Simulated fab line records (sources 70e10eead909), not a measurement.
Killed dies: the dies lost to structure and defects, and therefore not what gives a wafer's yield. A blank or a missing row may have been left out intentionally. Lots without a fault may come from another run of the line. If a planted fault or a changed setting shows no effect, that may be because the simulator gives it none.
fab line records	flow nandHarc	part 1 of 2: steps 1 to 25 of 31
[record] lots = 5	wafers = 15	lastDay = 24
route steps=1159 shown A_ONON_D1@445 A_CHANNEL_HOLE_D1@450
lots that met no fault: from a run of the same line without faults
startH: hours from the record's opening day to when the first of the lot's shown wafers began	waitH: how many hours have passed since the lot's step before this one	" as in the row above	L1.1+2: several wafers, shown together as one row	- value missing, or start not given	* or withheld: withheld	< > ~ a bound
route shown NAME@n: names a module that has steps shown in the file, with the first one's number in the route	usual: mean/standard deviation taken from wafers without a fault	same: alike in all rows	chamber/n: place in a boat	sites: each site's reading	_std_site: how widely they spread, as a standard deviation	_edge_site: outer sites' mean less inner sites'	radiusMm: how far each site lies from the wafer's centre	mask NAME#n: copy n	behind: the tool/chamber that last shaped the wafer	hold: the reason the lot was held/the length of the hold in hours/how it ended	device: transistor that didn't switch, given as n, p or np	end of line: the route-end tests of the same wafers	a step with no rows: only its recipe	killed: dies lost to structure and defects at the first sort, not the wafer's yield	map: a wafer's dies, marking killed ones x, the rest . and places with no die _
set.NAME: the setting as run; set.NAME@STEP: as run at that earlier step	model.NAME: the simulator's own value behind a step, which no gauge read
lots at selected steps of the route; one table per step, one row per wafer
services: the hour from which a tool's chamber was out of use, counted from the record's first day as startH (under 0 if before that day), plus the number of hours and why
[[steps]]
[step NHARC_A_ONON_D1_THK_MEAS_30]
[recipe] thkMeasGauge = ellipsometry
[usual] thkNm = 1002/9.6
lot.wafer	tool	chamber	startH	waitH	thkNm
L076.3	filmMetro-01	-	183.26	-	1000
L076.4	"	-	"	"	998
L076.6	"	-	"	"	1000
L079.2	filmMetro-02	-	195.44	-	1002
L079.4	"	-	"	"	1002
L079.6	"	-	"	"	1002
L087.1	filmMetro-01	-	248.60	-	984
L087.3	"	-	"	"	986
L087.6	"	-	"	"	987
L088.1	filmMetro-01	-	252.58	-	997
L088.2	"	-	"	"	995
L088.4	"	-	"	"	997
L095.3	filmMetro-01	-	292.08	-	997
L095.4	"	-	"	"	998
L095.5	"	-	"	"	997
[step NHARC_A_ONON_D1_DEP_33]
[recipe] targetThkA = 2000	tempC = 400	pressureTorr = 6.5	rfW = 900	teosFlowSccm = 161.4	flowSccm = 2650	targetThkNm = 200	gas = O2	material = SiO2
[usual] heaterPowerW = 554/86	susceptorTempC = 399.98/0.24	throttleValvePct = 15.6/0.65
lot.wafer	tool	chamber	startH	waitH	heaterPowerW	susceptorTempC	throttleValvePct
L076.3	pecvd-02	0	183.36	0.1	560	399.43	15.0
L076.6	"	2	"	"	515	399.72	14.6
L076.4	"	0	"	"	559	399.25	15.8
L079.2	pecvd-02	0	195.63	0.2	540	400.16	15.1
L079.4	"	0	"	"	559	400.52	15.7
L079.6	"	1	"	"	723	399.88	15.7
L087.3	pecvd-02	0	248.70	0.1	554	399.75	15.7
L087.1	"	2	"	"	425	399.98	14.7
L087.6	"	2	"	"	438	400.20	14.7
L088.2	pecvd-03	1	252.73	0.1	493	400.02	16.8
L088.1	"	2	"	"	516	400.21	16.3
L088.4	"	0	"	"	611	400.15	15.1
L095.3	pecvd-04	2	292.22	0.1	748	400.13	15.5
L095.4	"	1	"	"	576	400.02	16.6
L095.5	"	2	"	"	761	400.01	15.5
[step NHARC_A_ONON_D1_THK_MEAS_34]
[recipe] thkMeasGauge = ellipsometry
[usual] thkNm = 200.2/2.6
lot.wafer	tool	chamber	startH	waitH	thkNm
L076.3	filmMetro-02	-	183.73	-	197.9
L076.4	"	-	"	"	201.2
L076.6	"	-	"	"	200.4
L079.2	filmMetro-02	-	196.04	-	201.3
L079.4	"	-	"	"	206.8
L079.6	"	-	"	"	205.0
L087.1	filmMetro-01	-	249.11	-	193.7
L087.3	"	-	"	"	196.5
L087.6	"	-	"	"	199.8
L088.1	filmMetro-01	-	253.12	-	196.7
L088.2	"	-	"	"	198.0
L088.4	"	-	"	"	198.9
L095.3	filmMetro-02	-	292.57	-	198.3
L095.4	"	-	"	"	198.5
L095.5	"	-	"	"	201.2
[step NHARC_A_ONON_D1_INSPECT_32]
[usual] rawDefectCount = 76/28
lot.wafer	tool	chamber	startH	waitH	rawDefectCount
L076.3	defectInspect-01	-	183.81	0.0	60
L076.4	"	-	"	"	42
L076.6	"	-	"	"	106
L079.2	defectInspect-02	-	196.13	0.0	55
L079.4	"	-	"	"	52
L079.6	"	-	"	"	71
L087.1	defectInspect-02	-	249.20	0.0	88
L087.3	"	-	"	"	75
L087.6	"	-	"	"	83
L088.1	defectInspect-02	-	253.20	0.0	52
L088.2	"	-	"	"	54
L088.4	"	-	"	"	128
L095.3	defectInspect-01	-	292.66	0.0	71
L095.4	"	-	"	"	61
L095.5	"	-	"	"	75
[step NHARC_A_CHANNEL_HOLE_D1_DEP_00]
[recipe] targetThkA = 31000	tempC = 400	material = aC
[usual] susceptorTempC = 400.02/0.23	throttleValvePct = 34.998/0.0087
lot.wafer	tool	chamber	startH	waitH	susceptorTempC	throttleValvePct
L076.3	aclDep-02	0	185.68	1.9	400.52	35.009
L076.4	"	0	"	"	400.40	35.010
L076.6	"	0	"	"	400.23	34.996
L079.2	aclDep-02	0	197.33	1.2	-	35.007
L079.4	"	0	"	"	-	34.996
L079.6	"	0	"	"	-	35.020
L087.1	aclDep-03	0	249.27	0.1	399.78	34.999
L087.3	"	0	"	"	400.07	34.991
L087.6	"	0	"	"	399.86	34.996
L088.1	aclDep-01	0	253.84	0.6	-	34.991
L088.2	"	0	"	"	-	34.986
L088.4	"	0	"	"	-	35.009
L095.3	aclDep-02	0	293.36	0.7	399.94	35.008
L095.4	"	0	"	"	400.11	35.000
L095.5	"	0	"	"	399.65	34.997
[step NHARC_A_CHANNEL_HOLE_D1_DEP_01]
[recipe] targetThkA = 1400	targetThkNm = 140	tempC = 400	pressureTorr = 3.5	flowSccm = 200	rfW = 350	material = SiON
[usual] heaterPowerW = 750/85	susceptorTempC = 400.01/0.23
lot.wafer	tool	chamber	startH	waitH	heaterPowerW	susceptorTempC
L076.3	pecvd-03	1	187.01	1.0	669	400.19
L076.4	"	0	"	"	757	399.86
L076.6	"	2	"	"	733	399.99
L079.2	pecvd-03	0	198.98	1.3	789	400.18
L079.4	"	2	"	"	699	400.05
L079.6	"	0	"	"	824	400.12
L087.3	pecvd-03	1	251.25	1.0	589	400.33
L087.1	"	0	"	"	826	399.89
L087.6	"	1	"	"	604	399.96
L088.1	pecvd-01	0	255.74	1.6	724	400.44
L088.2	"	1	"	"	830	400.11
L088.4	"	1	"	"	828	400.11
L095.3	pecvd-04	0	294.65	1.0	641	400.10
L095.4	"	1	"	"	755	400.10
L095.5	"	2	"	"	884	399.74
[step NHARC_A_CHANNEL_HOLE_D1_DEHYDRATE_02]
[recipe] tempC = 150	timeS = 120
lot.wafer	tool	chamber	startH	waitH
L076.3+4+6	lithoTrack-04	0	187.26	0.2
L079.2+4+6	lithoTrack-04	0	199.20	0.2
L087.1+3+6	lithoTrack-06	0	251.52	0.2
L088.1+2+4	lithoTrack-06	0	256.13	0.3
L095.3+4+5	lithoTrack-01	0	294.92	0.2
[step NHARC_A_CHANNEL_HOLE_D1_HMDS_03]
[recipe] timeS = 30
lot.wafer	tool	chamber	startH	waitH
L076.3+4+6	lithoTrack-04	0	-	-
L079.2+4+6	lithoTrack-04	0	-	-
L087.1+3+6	lithoTrack-06	0	-	-
L088.1+2+4	lithoTrack-06	0	-	-
L095.3+4+5	lithoTrack-01	0	-	-
[step NHARC_A_CHANNEL_HOLE_D1_COAT_36]
[recipe] tempC = 260	timeS = 75
lot.wafer	tool	chamber	startH	waitH
L076.3+4+6	lithoTrack-04	0	-	-
L079.2+4+6	lithoTrack-04	0	-	-
L087.1+3+6	lithoTrack-06	0	-	-
L088.1+2+4	lithoTrack-06	0	-	-
L095.3+4+5	lithoTrack-01	0	-	-
[step NHARC_A_CHANNEL_HOLE_D1_COAT_37]
[recipe] tempC = 225	timeS = 65
lot.wafer	tool	chamber	startH	waitH
L076.3+4+6	lithoTrack-04	0	-	-
L079.2+4+6	lithoTrack-04	0	-	-
L087.1+3+6	lithoTrack-06	0	-	-
L088.1+2+4	lithoTrack-06	0	-	-
L095.3+4+5	lithoTrack-01	0	-	-
[step NHARC_A_CHANNEL_HOLE_D1_COAT_04]
[recipe] spinRpm = 1500	resistThkNm = 90
lot.wafer	tool	chamber	startH	waitH
L076.3+4+6	lithoTrack-04	0	-	-
L079.2+4+6	lithoTrack-04	0	-	-
L087.1+3+6	lithoTrack-06	0	-	-
L088.1+2+4	lithoTrack-06	0	-	-
L095.3+4+5	lithoTrack-01	0	-	-
[step NHARC_A_CHANNEL_HOLE_D1_SOFTBAKE_05]
[recipe] tempC = 105	timeS = 55
lot.wafer	tool	chamber	startH	waitH
L076.3+4+6	lithoTrack-04	0	-	-
L079.2+4+6	lithoTrack-04	0	-	-
L087.1+3+6	lithoTrack-06	0	-	-
L088.1+2+4	lithoTrack-06	0	-	-
L095.3+4+5	lithoTrack-01	0	-	-
[step NHARC_A_CHANNEL_HOLE_D1_EBR_06]
lot.wafer	tool	chamber	startH	waitH
L076.3+4+6	lithoTrack-04	0	-	-
L079.2+4+6	lithoTrack-04	0	-	-
L087.1+3+6	lithoTrack-06	0	-	-
L088.1+2+4	lithoTrack-06	0	-	-
L095.3+4+5	lithoTrack-01	0	-	-
[step NHARC_A_CHANNEL_HOLE_D1_EXPOSE_07]
[recipe] na = 1.35	targetCdNm = 100	sigmaOuter = 0.3	doseMj = 59.65	maskId = HOLE_D1
lot.wafer	tool	chamber	startH	waitH	mask
L076.3+4+6	arfiScanner-01	0	187.58	-	HOLE_D1#0
L079.2+4+6	arfiScanner-03	0	199.51	-	HOLE_D1#0
L087.1+3+6	arfiScanner-02	0	251.98	-	HOLE_D1#0
L088.1+2+4	arfiScanner-03	0	256.44	-	HOLE_D1#0
L095.3+4+5	arfiScanner-02	0	295.12	-	HOLE_D1#0
[step NHARC_A_CHANNEL_HOLE_D1_PEB_08]
[recipe] pebTempC = 100	pebTimeS = 65
lot.wafer	tool	chamber	startH	waitH
L076.3+4+6	lithoTrack-01	0	187.63	0.0
L079.2+4+6	lithoTrack-01	0	199.57	0.1
L087.1+3+6	lithoTrack-01	0	252.05	0.1
L088.1+2+4	lithoTrack-01	0	256.50	0.1
L095.3+4+5	lithoTrack-01	0	295.17	0.0
[step NHARC_A_CHANNEL_HOLE_D1_DEVELOP_09]
[recipe] developTimeS = 35	devTempC = 23
lot.wafer	tool	chamber	startH	waitH
L076.3+4+6	lithoTrack-01	0	-	-
L079.2+4+6	lithoTrack-01	0	-	-
L087.1+3+6	lithoTrack-01	0	-	-
L088.1+2+4	lithoTrack-01	0	-	-
L095.3+4+5	lithoTrack-01	0	-	-
[step NHARC_A_CHANNEL_HOLE_D1_CD_MEAS_10]
[recipe] targetCdNm = 100	landingEnergyEv = 500
[usual] cdNm = 99.8/0.57
lot.wafer	tool	chamber	startH	waitH	cdNm
L076.3	cdSem-03	0	187.71	-	100.8
L076.4	"	0	"	"	100.6
L076.6	"	0	"	"	100.4
L079.2	cdSem-02	0	199.65	-	99.8
L079.4	"	0	"	"	99.9
L079.6	"	0	"	"	100.5
L087.1	cdSem-02	0	252.13	-	99.7
L087.3	"	0	"	"	100.3
L087.6	"	0	"	"	100.0
L088.1	cdSem-01	0	256.58	-	100.2
L088.2	"	0	"	"	99.7
L088.4	"	0	"	"	99.6
L095.3	cdSem-03	0	295.25	-	101.2
L095.4	"	0	"	"	100.0
L095.5	"	0	"	"	100.9
[step NHARC_A_CHANNEL_HOLE_D1_OVL_MEAS_11]
[usual] overlayXNm = -0.1/0.8	overlayYNm = -0.1/0.8
lot.wafer	tool	chamber	startH	waitH	overlayXNm	overlayYNm
L076.3	overlay-02	-	187.79	-	-1.3	-0.5
L076.4	"	-	"	"	-1.6	-1.0
L076.6	"	-	"	"	-0.6	-0.8
L079.2	overlay-01	-	199.73	-	0.0	-0.5
L079.4	"	-	"	"	0.2	-0.9
L079.6	"	-	"	"	0.2	-0.2
L087.1	overlay-02	-	252.22	-	0.1	-0.5
L087.3	"	-	"	"	-0.3	0.1
L087.6	"	-	"	"	-0.3	-0.6
L088.1	overlay-02	-	256.67	-	0.9	0.4
L088.2	"	-	"	"	1.3	-0.2
L088.4	"	-	"	"	0.4	0.0
L095.3	overlay-02	-	295.34	-	0.7	-0.9
L095.4	"	-	"	"	0.3	-0.4
L095.5	"	-	"	"	0.3	-0.4
[step NHARC_A_CHANNEL_HOLE_D1_INSPECT_12]
[usual] rawDefectCount = 5.5/2.9
lot.wafer	tool	chamber	startH	waitH	rawDefectCount
L076.3	defectInspect-02	-	187.83	0.0	4
L076.4	"	-	"	"	3
L076.6	"	-	"	"	4
L079.2	defectInspect-02	-	199.77	0.0	6
L079.4	"	-	"	"	4
L079.6	"	-	"	"	4
L087.1	defectInspect-02	-	252.26	0.0	5
L087.3	"	-	"	"	9
L087.6	"	-	"	"	7
L088.1	defectInspect-01	-	256.70	0.0	5
L088.2	"	-	"	"	4
L088.4	"	-	"	"	11
L095.3	defectInspect-02	-	295.37	0.0	4
L095.4	"	-	"	"	7
L095.5	"	-	"	"	2
[step NHARC_A_CHANNEL_HOLE_D1_DESCUM_15]
[recipe] timeS = 3	o2FlowSccm = 200	arFlowSccm = 0	biasPowerW = 0	chemistry = O2
[usual] drypumpMotorCurrentA = 5.8/0.33	oesProductAu = 0.997/0.012	rfVppV = 57.9/0.89	showerheadPlenumPTorr = 1.96/0.067	throttleValvePct = 11.312/0.0093
lot.wafer	tool	chamber	startH	waitH	drypumpMotorCurrentA	oesProductAu	rfHoursCounterH	rfVppV	showerheadPlenumPTorr	throttleValvePct
L076.3	rieDiel-08	3	187.89	0.1	6.2	1.014	3	57.2	1.96	11.315
L076.4	"	1	"	"	5.8	1.006	2	57.5	1.99	11.336
L076.6	"	0	"	"	5.5	0.983	-	58.2	2.05	11.313
L079.2	rieDiel-01	3	199.84	0.1	5.6	0.993	4	59.7	1.95	11.301
L079.4	"	0	"	"	6.1	0.992	4	59.2	1.81	11.305
L079.6	"	2	"	"	5.9	0.975	-	58.8	1.99	11.307
L087.3	rieDiel-08	2	252.32	0.1	5.3	1.011	8	57.0	1.97	11.313
L087.1	"	3	"	"	6.2	1.006	7	56.9	1.96	11.290
L087.6	"	2	"	"	5.3	1.010	-	56.7	1.97	11.326
L088.1	rieDiel-01	1	256.76	0.1	6.1	1.017	6	57.5	2.04	11.310
L088.2	"	3	"	"	5.6	1.003	9	57.6	1.95	11.320
L088.4	"	1	"	"	6.1	1.010	-	58.1	2.04	11.315
L095.3	rieDiel-08	0	295.46	0.1	5.5	0.995	10	57.8	2.04	11.310
L095.5	"	2	"	"	5.3	0.996	-	58.4	1.97	11.308
L095.4	"	0	"	"	5.5	0.981	-	58.9	2.04	11.308
[step NHARC_A_CHANNEL_HOLE_D1_ETCH_38]
[recipe] targetDepthA = 390	overEtchFrac = 0.3	timeS = 65	ionEnergyEv = 80	cf4FlowSccm = 150	arFlowSccm = 0	rfW = 300	biasW = 100	chemistry = CF4
[usual] drypumpMotorCurrentA = 5.8/0.32	oesProductAu = 0.996/0.011	rfVppV = 151.8/1.1	showerheadPlenumPTorr = 1.81/0.058	throttleValvePct = 13.285/0.0088
lot.wafer	tool	chamber	startH	waitH	drypumpMotorCurrentA	oesProductAu	rfHoursCounterH	rfVppV	showerheadPlenumPTorr	throttleValvePct
L076.3	rieDiel-08	1	187.97	0.1	5.8	1.015	2	152.5	1.84	13.285
L076.4	"	3	"	"	6.2	0.995	3	151.3	1.81	13.305
L076.6	"	2	"	"	5.3	1.018	-	152.0	1.82	13.281
L079.2	rieDiel-01	3	199.92	0.1	5.6	1.003	4	152.0	1.80	13.294
L079.4	"	0	"	"	6.1	0.991	4	150.9	1.68	13.281
L079.6	"	2	"	"	6.0	0.984	-	151.8	1.84	13.271
L087.1	rieDiel-08	0	252.52	0.2	5.5	0.978	7	151.2	1.88	13.284
L087.3	"	1	"	"	5.8	0.989	7	153.8	1.83	13.298
L087.6	"	3	"	"	6.2	0.993	-	153.4	1.81	13.286
L088.2	rieDiel-01	3	256.87	0.1	5.6	0.993	9	150.9	1.80	13.282
L088.1	"	1	"	"	6.1	1.002	6	153.1	1.88	13.287
L088.4	"	1	"	"	6.1	1.004	-	152.1	1.88	13.293
L095.3	rieDiel-08	0	295.55	0.1	5.5	0.976	10	153.3	1.88	13.288
L095.4	"	2	"	"	5.3	1.008	-	152.3	1.82	13.272
L095.5	"	0	"	"	5.5	0.980	-	152.1	1.88	13.282
[step NHARC_A_CHANNEL_HOLE_D1_ETCH_39]
[recipe] targetDepthA = 2600	overEtchFrac = 0.3	timeS = 325	ionEnergyEv = 200	n2FlowSccm = 150	h2FlowSccm = 150	arFlowSccm = 0	rfW = 400	biasW = 150	chemistry = N2/H2
[usual] drypumpMotorCurrentA = 5.8/0.33	oesProductAu = 0.994/0.011	rfVppV = 432.1/2.3	showerheadPlenumPTorr = 2.10/0.075	throttleValvePct = 14.172/0.0095
lot.wafer	tool	chamber	startH	waitH	drypumpMotorCurrentA	oesProductAu	rfHoursCounterH	rfVppV	showerheadPlenumPTorr	throttleValvePct
L076.4	rieDiel-08	2	-	-	5.3	1.010	3	433.4	2.11	14.185
L076.3	"	0	"	"	5.5	0.982	3	435.1	2.19	14.200
L076.6	"	2	"	"	5.3	1.001	-	431.9	2.11	14.168
L079.2	rieDiel-01	3	-	-	5.6	0.987	4	431.4	2.08	14.176
L079.4	"	2	"	"	5.9	0.980	5	432.6	2.13	14.170
L079.6	"	0	"	"	6.0	0.990	-	427.2	1.93	14.171
L087.1	rieDiel-08	0	-	-	5.5	0.967	7	433.3	2.18	14.175
L087.3	"	1	"	"	5.8	0.992	7	431.7	2.12	14.185
L087.6	"	3	"	"	6.2	1.000	-	431.6	2.09	14.186
L088.2	rieDiel-01	1	-	-	6.1	0.999	6	433.7	2.18	14.162
L088.1	"	3	"	"	5.6	0.999	9	430.6	2.08	14.182
L088.4	"	3	"	"	5.6	0.993	-	431.6	2.08	14.169
L095.3	rieDiel-08	1	-	-	5.8	1.006	10	432.7	2.12	14.172
L095.5	"	2	"	"	5.3	0.999	-	432.1	2.11	14.186
L095.4	"	0	"	"	5.5	0.984	-	432.8	2.18	14.171
[step NHARC_A_CHANNEL_HOLE_D1_ETCH_34]
[recipe] targetDepthA = 1540	timeS = 77	cf4FlowSccm = 100	chf3FlowSccm = 30	arFlowSccm = 0	rfW = 500	biasW = 200	chemistry = CF4/CHF3
[usual] drypumpMotorCurrentA = 5.8/0.33	oesProductAu = 0.938/0.022	rfVppV = 371.9/1.9	showerheadPlenumPTorr = 1.61/0.053	throttleValvePct = 16.803/0.0098
lot.wafer	tool	chamber	startH	waitH	drypumpMotorCurrentA	oesProductAu	rfHoursCounterH	rfVppV	showerheadPlenumPTorr	throttleValvePct
L076.3	rieDiel-08	2	-	-	5.3	0.965	3	372.0	1.62	16.812
L076.4	"	0	"	"	5.5	0.931	3	372.5	1.68	16.794
L076.6	"	2	"	"	5.3	0.978	-	372.0	1.62	16.806
L079.4	rieDiel-01	2	-	-	5.9	0.951	5	371.5	1.64	16.798
L079.2	"	3	"	"	5.6	0.961	4	372.4	1.60	16.796
L079.6	"	2	"	"	5.9	0.951	-	372.2	1.63	16.805
L087.3	rieDiel-08	3	-	-	6.2	0.940	8	371.3	1.61	16.811
L087.1	"	1	"	"	5.8	0.955	8	371.5	1.63	16.829
L087.6	"	3	"	"	6.2	0.937	-	370.5	1.61	16.817
L088.2	rieDiel-01	3	-	-	5.6	0.931	10	372.8	1.60	16.807
L088.1	"	1	"	"	6.1	0.937	6	374.3	1.67	16.786
L088.4	"	0	"	"	6.1	0.919	-	367.9	1.49	16.789
L095.3	rieDiel-08	2	-	-	5.3	0.924	11	370.8	1.62	16.815
L095.5	"	2	"	"	5.3	0.915	-	371.1	1.62	16.807
L095.4	"	1	"	"	5.8	0.931	-	373.3	1.63	16.818
[step NHARC_A_CHANNEL_HOLE_D1_ETCH_16]
[recipe] targetDepthA = 31000	overEtchFrac = 0.3	timeS = 806	ionEnergyEv = 150	o2FlowSccm = 400	cosFlowSccm = 20	arFlowSccm = 0	rfW = 500	biasW = 300	chemistry = O2/COS
[usual] drypumpMotorCurrentA = 5.8/0.34	oesProductAu = 0.995/0.011	rfVppV = 315.2/1.7	showerheadPlenumPTorr = 3.20/0.11	throttleValvePct = 28.330/0.0089
lot.wafer	tool	chamber	startH	waitH	drypumpMotorCurrentA	oesProductAu	rfHoursCounterH	rfVppV	showerheadPlenumPTorr	throttleValvePct
L076.4	rieDiel-08	0	-	-	5.5	0.974	3	317.5	3.33	28.343
L076.3	"	2	"	"	5.3	1.001	3	316.4	3.22	28.322
L076.6	"	3	"	"	6.2	0.997	-	315.5	3.19	28.352
L079.2	rieDiel-01	3	-	-	5.6	0.993	4	315.3	3.18	28.326
L079.4	"	1	"	"	6.1	0.992	4	317.3	3.32	28.334
L079.6	"	3	"	"	5.6	0.991	-	315.0	3.18	28.320
L087.3	rieDiel-08	2	-	-	5.3	1.001	9	316.1	3.21	28.344
L087.1	"	1	"	"	5.8	1.001	8	316.4	3.24	28.337
L087.6	"	3	"	"	6.3	0.998	-	313.4	3.19	28.337
L088.2	rieDiel-01	0	-	-	6.1	0.999	9	312.4	2.96	28.324
L088.1	"	1	"	"	6.1	1.005	6	318.0	3.32	28.317
L088.4	"	0	"	"	6.1	0.993	-	311.8	2.96	28.313
L095.3	rieDiel-08	1	-	-	5.8	1.002	10	316.1	3.24	28.331
L095.5	"	0	"	"	5.5	0.990	-	317.9	3.32	28.351
L095.4	"	1	"	"	5.8	1.011	-	316.3	3.24	28.324
[step NHARC_A_CHANNEL_HOLE_D1_CD_MEAS_18]
[usual] cdNm = 99.1/2.4
lot.wafer	tool	chamber	startH	waitH	cdNm
L076.3	cdSem-02	-	189.00	-	98.4
L076.4	"	-	"	"	101.8
L076.6	"	-	"	"	99.5
L079.2	cdSem-01	-	200.95	-	101.6
L079.4	"	-	"	"	100.3
L079.6	"	-	"	"	101.7
L087.1	cdSem-01	-	253.88	-	103.4
L087.3	"	-	"	"	98.6
L087.6	"	-	"	"	96.8
L088.1	cdSem-01	-	258.08	-	98.7
L088.2	"	-	"	"	94.3
L088.4	"	-	"	"	100.2
L095.3	cdSem-03	-	296.92	-	96.8
L095.4	"	-	"	"	99.6
L095.5	"	-	"	"	102.0
